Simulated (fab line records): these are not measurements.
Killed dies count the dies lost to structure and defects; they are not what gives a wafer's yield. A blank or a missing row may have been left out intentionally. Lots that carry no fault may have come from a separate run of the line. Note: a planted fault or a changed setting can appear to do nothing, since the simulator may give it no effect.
fab line records -- flow n5_finfet
[record] lots = 11, wafers = 33, last_day = 17
route steps=1938 shown BEOL_M14@1717
lots that met no fault: from a run of the same line without faults
start_h: hours from the record's opening day to when the first of the lot's shown wafers began -- wait_h: time in hours since the lot's previous step -- " the same as in the row above -- L1.1+2: several wafers, shown together as one row -- - no value present, or no start provided -- * or withheld: withheld -- < > ~ a bound
route shown NAME@n: NAME is a module with steps in the file, n the number in the route of the first one -- usual: mean/standard deviation of fault-free wafers -- same: alike in all rows -- chamber/n: place in a boat -- sites: per-site readings -- _std_site: the values' standard deviation -- _edge_site: mean of outer sites minus mean of inner sites -- radius_mm: for every site, how far away it sits from the centre of the wafer -- mask NAME#n: copy n -- behind: tool/chamber where the wafer was last shaped -- hold: the reason the lot was held/the length of the hold in hours/how it ended -- device: the transistor (n, p or np) that didn't switch -- end of line: at the end of the route, the tests of the same wafers -- a step given without rows: its recipe and nothing more -- killed: not the wafer's yield, but the dies lost to structure and defects at the first sort -- map: a wafer's dies, x killed, . not, _ none there
set.NAME: the run value of the setting; set.NAME@STEP: its run value at that earlier step -- model.NAME: the simulator's own value behind a step, which no gauge read
the route's steps for a sample of lots (tables are steps, rows are wafers)
services: from which hour (start_h, from the record's first day; less than 0 if before it) a tool's chamber was out of use, for how many hours, and why
[[steps]]
[step N5_BEOL_M14_THK_MEAS_01]
[recipe] reads = SiO2_of_BEOL_M14_ILD_DEP_00
[usual] M14_ILD_THK = 1116/16
lot.wafer,tool,chamber,start_h,wait_h,M14_ILD_THK[nm]
L451.1,film_metro-01,-,265.22,0.1,1097
L451.5,film_metro-01,-,265.22,0.1,1114
L451.6,film_metro-01,-,265.22,0.1,1103
L450.3,film_metro-02,-,272.36,0.1,1107
L450.4,film_metro-02,-,272.36,0.1,1123
L450.6,film_metro-02,-,272.36,0.1,1108
L452.2,film_metro-01,-,277.33,0.1,1102
L452.4,film_metro-01,-,277.33,0.1,1118
L452.6,film_metro-01,-,277.33,0.1,1107
L455.1,film_metro-01,-,295.76,0.1,1104
L455.3,film_metro-01,-,295.76,0.1,1106
L455.5,film_metro-01,-,295.76,0.1,1127
L458.1,film_metro-01,-,307.49,0.1,1091
L458.4,film_metro-01,-,307.49,0.1,1109
L458.5,film_metro-01,-,307.49,0.1,1094
L457.3,film_metro-02,-,311.16,0.1,1091
L457.4,film_metro-02,-,311.16,0.1,1128
L457.5,film_metro-02,-,311.16,0.1,1123
L462.2,film_metro-02,-,342.79,0.1,1121
L462.4,film_metro-02,-,342.79,0.1,1135
L462.6,film_metro-02,-,342.79,0.1,1127
L464.1,film_metro-01,-,343.05,0.1,1124
L464.2,film_metro-01,-,343.05,0.1,1106
L464.6,film_metro-01,-,343.05,0.1,1140
L468.1,film_metro-02,-,362.56,0.1,1126
L468.4,film_metro-02,-,362.56,0.1,1163
L468.5,film_metro-02,-,362.56,0.1,1136
L470.1,film_metro-02,-,376.80,0.1,1116
L470.2,film_metro-02,-,376.80,0.1,1104
L470.6,film_metro-02,-,376.80,0.1,1115
L469.1,film_metro-02,-,380.89,0.1,1106
L469.2,film_metro-02,-,380.89,0.1,1121
L469.3,film_metro-02,-,380.89,0.1,1097
[step N5_BEOL_M14_STRIP_64]
[recipe] chemistry = O2, power_w = 600, temp_c = 60, pressure_mtorr = 30, rf_frequency_hz = 6e+07, bias_power_w = 0, overash_fraction = 0.3, o2_flow_sccm = 225
[usual] drypump_motor_current_A = 5.7/0.32, oes_product_au = 0.81/0.082, rf_vpp_V = 3.6/0.51, showerhead_plenum_p_Torr = 2.12/0.057, throttle_valve_pct = 16.64/0.24
lot.wafer,tool,chamber,start_h,wait_h,drypump_motor_current_A,oes_product_au,rf_hours_counter_h,rf_vpp_V,showerhead_plenum_p_Torr,throttle_valve_pct
L451.1,rie_diel-04,1,-,-,5.4,0.68,241,4.1,2.08,16.71
L451.5,rie_diel-04,3,-,-,6.2,0.77,-,4.3,2.03,16.58
L451.6,rie_diel-04,2,-,-,5.5,0.68,-,4.1,2.12,16.35
L450.3,rie_diel-06,2,-,-,5.6,0.78,121,4.1,2.09,16.80
L450.4,rie_diel-06,3,-,-,6.0,0.79,134,3.8,2.10,16.53
L450.6,rie_diel-06,1,-,-,5.9,0.95,-,3.2,2.12,16.37
L452.2,rie_diel-04,1,-,-,5.4,0.67,245,3.3,2.07,16.72
L452.4,rie_diel-04,2,-,-,5.5,0.69,-,4.6,2.12,16.36
L452.6,rie_diel-04,1,-,-,5.5,0.67,-,4.1,2.07,16.73
L455.1,rie_diel-06,0,-,-,5.5,0.77,94,3.6,2.00,16.19
L455.3,rie_diel-06,1,-,-,5.9,0.92,22,2.9,2.12,16.39
L455.5,rie_diel-06,1,-,-,5.9,0.92,-,3.2,2.12,16.39
L458.1,rie_diel-01,3,-,-,5.5,0.81,114,3.4,2.12,16.89
L458.4,rie_diel-01,2,-,-,5.8,0.89,35,3.7,2.21,16.73
L458.5,rie_diel-01,2,-,-,5.8,0.88,-,4.3,2.21,16.74
L457.3,rie_diel-04,0,-,-,6.2,0.82,86,3.4,2.13,16.48
L457.4,rie_diel-04,3,-,-,6.1,0.75,-,3.2,2.02,16.63
L457.5,rie_diel-04,2,-,-,5.4,0.67,-,3.8,2.11,16.37
L462.2,rie_diel-01,0,-,-,5.1,0.80,96,3.5,2.13,16.68
L462.4,rie_diel-01,2,-,-,5.8,0.86,49,3.5,2.21,16.74
L462.6,rie_diel-01,1,-,-,5.6,1.00,-,3.5,2.16,16.72
L464.1,rie_diel-04,3,-,-,6.1,0.74,141,3.0,2.02,16.64
L464.2,rie_diel-04,1,-,-,5.4,0.91,7,2.9,2.07,16.32
L464.6,rie_diel-04,3,-,-,6.1,0.73,-,3.1,2.01,16.63
L468.1,rie_diel-04,1,-,-,5.4,0.90,14,3.4,2.06,16.33
L468.4,rie_diel-04,3,-,-,6.1,0.73,149,4.1,2.01,16.65
L468.5,rie_diel-04,3,-,-,6.1,0.73,-,4.2,2.01,16.63
L470.1,rie_diel-01,3,-,-,5.5,0.77,143,2.9,2.11,16.95
L470.2,rie_diel-01,1,-,-,5.6,0.94,14,3.1,2.15,16.72
L470.6,rie_diel-01,3,-,-,5.5,0.77,-,4.0,2.11,16.97
L469.1,rie_diel-01,0,-,-,5.1,0.77,111,4.5,2.12,16.73
L469.2,rie_diel-01,2,-,-,5.9,0.84,62,3.8,2.20,16.79
L469.3,rie_diel-01,1,-,-,5.6,0.94,16,3.9,2.15,16.75
[step N5_BEOL_M14_COAT_66]
[recipe] resist = SiARC, temp_c = 220, time_s = 60, spin_rpm = 1500, resist_thk_nm = 110
[usual] plate_temp_C = 219.95/0.14, spin_speed_rpm = 1499.9/1.1
lot.wafer,tool,chamber,start_h,wait_h,plate_temp_C,spin_speed_rpm
L451.1,litho_track-04,0,266.26,-,219.99,1501.4
L451.5,litho_track-04,0,266.26,-,220.04,1500.0
L451.6,litho_track-04,0,266.26,-,219.99,1501.1
L450.3,litho_track-03,0,273.36,-,219.78,1500.6
L450.4,litho_track-03,0,273.36,-,219.67,1499.8
L450.6,litho_track-03,0,273.36,-,219.80,1500.5
L452.2,litho_track-01,0,278.32,-,220.15,1499.5
L452.4,litho_track-01,0,278.32,-,219.99,1500.0
L452.6,litho_track-01,0,278.32,-,220.25,1499.9
L455.1,litho_track-04,0,297.35,-,219.92,1500.5
L455.3,litho_track-04,0,297.35,-,220.04,1500.3
L455.5,litho_track-04,0,297.35,-,219.92,1500.3
L458.1,litho_track-03,0,309.34,-,220.04,1499.9
L458.4,litho_track-03,0,309.34,-,219.85,1500.5
L458.5,litho_track-03,0,309.34,-,219.64,1502.7
L457.3,litho_track-03,0,312.03,-,220.10,1666.0
L457.4,litho_track-03,0,312.03,-,219.98,1669.2
L457.5,litho_track-03,0,312.03,-,219.68,1669.5
L462.2,litho_track-03,0,343.98,-,219.98,1669.3
L462.4,litho_track-03,0,343.98,-,220.16,1669.9
L462.6,litho_track-03,0,343.98,-,220.06,1669.8
L464.1,litho_track-01,0,344.36,-,220.18,1500.3
L464.2,litho_track-01,0,344.36,-,219.84,1500.4
L464.6,litho_track-01,0,344.36,-,220.04,1500.7
L468.1,litho_track-04,0,363.63,-,220.13,1498.6
L468.4,litho_track-04,0,363.63,-,219.88,1499.4
L468.5,litho_track-04,0,363.63,-,219.86,1498.9
L470.1,litho_track-04,0,377.80,-,220.07,1499.9
L470.2,litho_track-04,0,377.80,-,219.81,1500.0
L470.6,litho_track-04,0,377.80,-,220.09,1499.1
L469.1,litho_track-01,0,382.02,-,219.79,1500.0
L469.2,litho_track-01,0,382.02,-,220.08,1499.2
L469.3,litho_track-01,0,382.02,-,219.91,1500.5
[step N5_BEOL_M14_INSPECT_30]
[recipe] mode = adi, inspect_instrument = macro
[usual] raw_defect_count = 2.1/1.4
lot.wafer,tool,chamber,start_h,wait_h,raw_defect_count
L451.1,defect_inspect-01,-,266.60,0.0,1
L451.5,defect_inspect-01,-,266.60,0.0,1
L451.6,defect_inspect-01,-,266.60,0.0,3
L450.3,defect_inspect-01,-,273.70,0.0,4
L450.4,defect_inspect-01,-,273.70,0.0,0
L450.6,defect_inspect-01,-,273.70,0.0,3
L452.2,defect_inspect-01,-,278.66,0.0,2
L452.4,defect_inspect-01,-,278.66,0.0,1
L452.6,defect_inspect-01,-,278.66,0.0,3
L455.1,defect_inspect-01,-,297.81,0.0,3
L455.3,defect_inspect-01,-,297.81,0.0,3
L455.5,defect_inspect-01,-,297.81,0.0,4
L458.1,defect_inspect-02,-,309.68,0.0,3
L458.4,defect_inspect-02,-,309.68,0.0,3
L458.5,defect_inspect-02,-,309.68,0.0,0
L457.3,defect_inspect-02,-,312.52,0.0,0
L457.4,defect_inspect-02,-,312.52,0.0,0
L457.5,defect_inspect-02,-,312.52,0.0,3
L462.2,defect_inspect-01,-,344.48,0.0,1
L462.4,defect_inspect-01,-,344.48,0.0,1
L462.6,defect_inspect-01,-,344.48,0.0,3
L464.1,defect_inspect-02,-,344.70,0.0,1
L464.2,defect_inspect-02,-,344.70,0.0,3
L464.6,defect_inspect-02,-,344.70,0.0,2
L468.1,defect_inspect-02,-,364.11,0.0,1
L468.4,defect_inspect-02,-,364.11,0.0,1
L468.5,defect_inspect-02,-,364.11,0.0,1
L470.1,defect_inspect-02,-,378.26,0.0,2
L470.2,defect_inspect-02,-,378.26,0.0,3
L470.6,defect_inspect-02,-,378.26,0.0,0
L469.1,defect_inspect-01,-,382.49,0.0,2
L469.2,defect_inspect-01,-,382.49,0.0,4
L469.3,defect_inspect-01,-,382.49,0.0,1
[[services]]
tool,chamber,start_h,hours,kind
rie_diel-06,0,242.48,1.3,repair
rie_diel-04,0,276.72,15.8,repair
rie_diel-04,3,290.02,5.1,repair
rie_diel-04,2,293.54,9.1,repair
rie_diel-04,1,302.68,-,clean
rie_diel-04,1,302.68,-,consumable_replace:focus_ring
rie_diel-04,1,302.68,12.8,scheduled_down
rie_diel-04,1,302.68,12.8,vent_cycle
rie_diel-01,1,325.37,-,clean
rie_diel-01,1,325.37,-,consumable_replace:focus_ring
rie_diel-01,1,325.37,12.6,scheduled_down
rie_diel-01,1,325.37,12.6,vent_cycle
rie_diel-04,3,327.77,1.6,repair
rie_diel-04,2,340.26,-,clean
rie_diel-04,2,340.26,-,consumable_replace:focus_ring
rie_diel-04,2,340.26,17.9,scheduled_down
rie_diel-04,2,340.26,17.9,vent_cycle
rie_diel-01,2,366.86,2.7,repair
litho_track-03,-,368.95,-,consumable_replace:filter
litho_track-03,-,378.18,-,consumable_replace:filter
[[key]]
[first_sign] step = N5_BEOL_M14_COAT_66, reading = spin_speed_rpm, direction = up, sigmas = 99+, usual = *, struck = *
effect none on later readings
met_at N5_BEOL_M14_COAT_66
struck_lots L457,L462
not_acting_at N5_BEOL_M14_THK_MEAS_01,N5_BEOL_M14_STRIP_64,N5_BEOL_M14_INSPECT_30
onset_between 309.34 312.03
[fault] kind = process_parameter_drift, tool = litho_track-03, chamber = -, onset_h = 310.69, steps = N5_BEOL_M14_COAT_66, channel = spin_rpm, offset = *, shape = step, end_h = 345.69, acts_in = *, stated = *
